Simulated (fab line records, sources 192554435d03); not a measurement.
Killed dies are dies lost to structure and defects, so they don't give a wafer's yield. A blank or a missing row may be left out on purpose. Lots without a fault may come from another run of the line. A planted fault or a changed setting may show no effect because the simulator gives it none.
Chamber matching | flow n5_finfet | N5_BEOL_M6_ETCH_61 on rie_diel-02: 4 sister chambers
The step etches SiARC in CF4, target depth 45.5 nm, time 75.8 s. 4 wafers are shown with their chamber, then 8 later ones without.

WAFERS WITH THEIR CHAMBER
wafer  | chamber | drypump_motor_current_A (A)
L076.4 | 3       | 5.5
L086.2 | 0       | 6.0
L086.6 | 2       | 6.1
L094.2 | 1       | 5.5

WAFERS WITHOUT THEIR CHAMBER
wafer  | drypump_motor_current_A (A)
L094.3 | 6.2
L094.4 | 6.0
L096.3 | 5.5
L096.4 | 6.2
L096.5 | 5.5
L097.2 | 5.5
L097.4 | 6.0
L097.5 | 6.0

WHICH CHAMBER EACH WENT THROUGH
wafer  | from the rows above     | in truth
L094.3 | can't be placed: 2 or 0 | 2
L094.4 | can't be placed: 0 or 2 | 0
L096.3 | can't be placed: 1 or 3 | 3
L096.4 | can't be placed: 2 or 0 | 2
L096.5 | can't be placed: 1 or 3 | 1
L097.2 | can't be placed: 1 or 3 | 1
L097.4 | can't be placed: 0 or 2 | 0
L097.5 | can't be placed: 0 or 2 | 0
Placed correctly: 0 of 8. Can't be placed from these rows: 8 (the true chamber is among the candidates in 8). Placed wrongly: 0.
How it was worked out, from the rows above alone: a wafer's distance from a chamber is the root of the sum, over the readings, of the square of ((its reading less the chamber's mean) divided by the reading's scatter). The wafer belongs to the nearest chamber; if the next one is less than 2 further off, it can't be placed. A chamber's mean is the mean of its shown wafers. The scatter: with one shown wafer a chamber, the root of the mean of the squares of how far each hidden wafer lies from its nearest shown one.
